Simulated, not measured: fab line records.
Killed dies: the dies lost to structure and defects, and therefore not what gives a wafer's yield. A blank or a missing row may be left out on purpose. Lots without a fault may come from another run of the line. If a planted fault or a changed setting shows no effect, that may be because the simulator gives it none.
The tool behind it: which one? ; flow nand_harc ; 39 wafers from 13 lots sampled at 5 of the route's 1159 steps

== WHAT EACH GAUGE READ, for each wafer ==
NHARC_HYBRID_BOND_OVL_MEAS_05.
lot;measured;on;overlay_x_nm (nm);overlay_y_nm (nm)
L257;day 18 21:58;overlay-02;-25 -22 65;-33 -10 19
L258;day 18 21:58;overlay-01;-38 -33 -23;-10 12 -25
L261;day 18 21:59;overlay-02;-11 28 -3;2 -18 11
L259;day 19 04:43;overlay-01;27 15 -18;-8 -26 -53
L263;day 20 11:22;overlay-01;0 19 37;2 -8 41
L264;day 20 11:22;overlay-02;-10 13 11;40 -31 -21
L265;day 20 22:02;overlay-01;20 -37 -1;-21 1 -11
L262;day 20 22:01;overlay-02;17 -2 -9;28 19 -45
L268;day 22 13:37;overlay-02;34 4 36;-11 -18 57
L274;day 22 13:37;overlay-01;-39 47 -21;55 30 6
L271;day 22 21:27;overlay-02;46 -8 36;24 -22 -44
L272;day 23 03:07;overlay-01;-20 21 -22;-23 8 -8
L277;day 24 05:42;overlay-02;-65 -33 9;40 36 7

NHARC_THIN_TSV_CD_MEAS_33: the cd target is 5000 nm.
lot;measured;on;cd_nm (nm)
L257;day 19 07:52;cd_sem-01;5001.4 5002.4 5000.6
L258;day 19 09:29;cd_sem-03;5004.7 5003.1 5001.0
L261;day 19 10:08;cd_sem-03;5004.1 5002.5 5004.5
L259;day 19 14:29;cd_sem-02;4996.7 5000.9 5000.7
L263;day 20 20:02;cd_sem-02;4998.5 4999.8 5001.6
L264;day 20 21:45;cd_sem-03;5000.9 5000.3 4997.9
L265;day 21 08:50;cd_sem-02;4998.6 5001.1 5001.9
L262;day 21 06:38;cd_sem-02;4997.6 5001.9 4999.0
L268;day 22 22:21;cd_sem-02;5002.3 5002.2 5002.1
L274;day 22 23:55;cd_sem-02;5002.2 4998.2 4999.1
L271;day 23 06:18;cd_sem-02;4999.7 5003.8 5004.8
L272;day 23 13:25;cd_sem-02;5001.9 5002.0 5003.5
L277;day 24 14:43;cd_sem-02;4999.4 5003.1 5001.0

NHARC_END_SORT_01.
lot;measured;on;killed_at_array;killed_at_other;killed_at_periphery;killed_dies;killed_open;killed_short
L268;day 23 07:20;prober-02;88 102 110;2 5 1;6 2 10;96 109 121;7 1 2;3 3 2
L274;day 23 08:07;prober-01;45 111 113;0 2 2;4 4 2;49 117 117;3 3 3;1 3 1

== WHICH TOOL RAN EACH LOT (tool, then ch and the chambers of the sampled wafers, then the start) ==
lot;NHARC_A_CONTACT_ETCH_98;NHARC_A_BONDPAD_DEGAS_25
L257;rie_diel-11 ch 0,1, day 17 04:58;pvd_sputter-02, day 18 04:25
L258;rie_diel-11 ch 0,1, day 17 11:08;pvd_sputter-01, day 18 04:47
L261;rie_diel-11 ch 0,2,3, day 17 13:20;pvd_sputter-01, day 18 06:52
L259;rie_diel-11 ch 0,2,3, day 17 14:43;pvd_sputter-02, day 18 14:48
L263;rie_diel-11 ch 0,3, day 19 03:25;pvd_sputter-01, day 20 00:00
L264;rie_diel-11 ch 0,2,3, day 19 04:34;pvd_sputter-02, day 20 00:28
L265;rie_diel-10 ch 1,2,3, day 19 11:48;pvd_sputter-02, day 20 07:15
L262;rie_diel-10 ch 0,1,3, day 19 13:28;pvd_sputter-01, day 20 07:31
L268;rie_diel-11 ch 0,2,3, day 20 22:47;pvd_sputter-03, day 21 23:58
L274;rie_diel-11 ch 1,3, day 21 04:20;pvd_sputter-02, day 22 00:58
L271;rie_diel-10 ch 0,2,3, day 21 07:44;pvd_sputter-02, day 22 07:03
L272;rie_diel-09 ch 0,1,3, day 21 14:43;pvd_sputter-02, day 22 15:53
L277;rie_diel-09 ch 1,2,3, day 22 17:37;pvd_sputter-02, day 23 16:02
- NHARC_A_CONTACT_ETCH_98: etches the open film in C4F6/O2, target depth 20 nm, time 10 s.
- NHARC_A_BONDPAD_DEGAS_25: time 60 s.

== AS READ BY THE TOOLS THEMSELVES (means over the sampled wafers that have a number; for cases with no such wafer, the mark the record gives instead) ==
NHARC_A_CONTACT_ETCH_98.
lot;tool;bias_w (W);drypump_motor_current_A (A);oes_product_au (a.u.);rf_vpp_V (V);showerhead_plenum_p_Torr (Torr);throttle_valve_pct (%)
L257;rie_diel-11;500.0;5.5;0.997;544;3.78;26.907
L258;rie_diel-11;497.5;5.4;0.956;547;3.91;26.894
L261;rie_diel-11;501.5;5.4;0.993;544;3.79;26.911
L259;rie_diel-11;500.4;5.4;0.977;544;3.79;26.909
L263;rie_diel-11;499.2;5.2;0.954;546;3.91;26.910
L264;rie_diel-11;498.5;5.4;0.951;544;3.79;26.909
L265;rie_diel-10;499.6;5.5;0.975;546;3.89;26.909
L262;rie_diel-10;499.9;5.4;0.981;548;3.98;26.903
L268;rie_diel-11;499.1;5.4;0.940;544;3.78;26.899
L274;rie_diel-11;499.4;5.4;0.956;540;3.65;26.904
L271;rie_diel-10;500.3;5.5;0.950;545;3.84;26.898
L272;rie_diel-09;498.6;5.3;0.958;547;3.95;26.908
L277;rie_diel-09;500.4;5.6;0.973;546;3.88;26.904

NHARC_A_BONDPAD_DEGAS_25.
lot;tool;heater_power_w (W)
L257;pvd_sputter-02;512
L258;pvd_sputter-01;470
L261;pvd_sputter-01;471
L259;pvd_sputter-02;519
L263;pvd_sputter-01;481
L264;pvd_sputter-02;525
L265;pvd_sputter-02;526
L262;pvd_sputter-01;479
L268;pvd_sputter-03;538
L274;pvd_sputter-02;485
L271;pvd_sputter-02;521
L272;pvd_sputter-02;490
L277;pvd_sputter-02;493

== THE ANSWER, worked out from the rows above alone ==
Rule: the usual values come from the lots themselves. Put in order of their means at a reading, lots are off if they are a third of the lots or fewer, leave a main group of 4 or more, and stand apart from it by a gap of 3 or more times the standard deviation of the main group's means; of several such gaps the widest counts. Not used: any main group whose means are identical at the precision the tables above print for the reading. A lot without any number at a reading at which 4 lots or more have one is off too. The other lots that the step has rows for count as sound. First the gauges in route order, then the tools' own readings, where a lot's mean is used as printed above. At the first step where some lot is off, the reading lying furthest off is the one used; lots without a number count as furthest.
None of the lots is off at any reading shown; this tells nothing.

== WHAT THE SIMULATOR HAD PUT IN ==
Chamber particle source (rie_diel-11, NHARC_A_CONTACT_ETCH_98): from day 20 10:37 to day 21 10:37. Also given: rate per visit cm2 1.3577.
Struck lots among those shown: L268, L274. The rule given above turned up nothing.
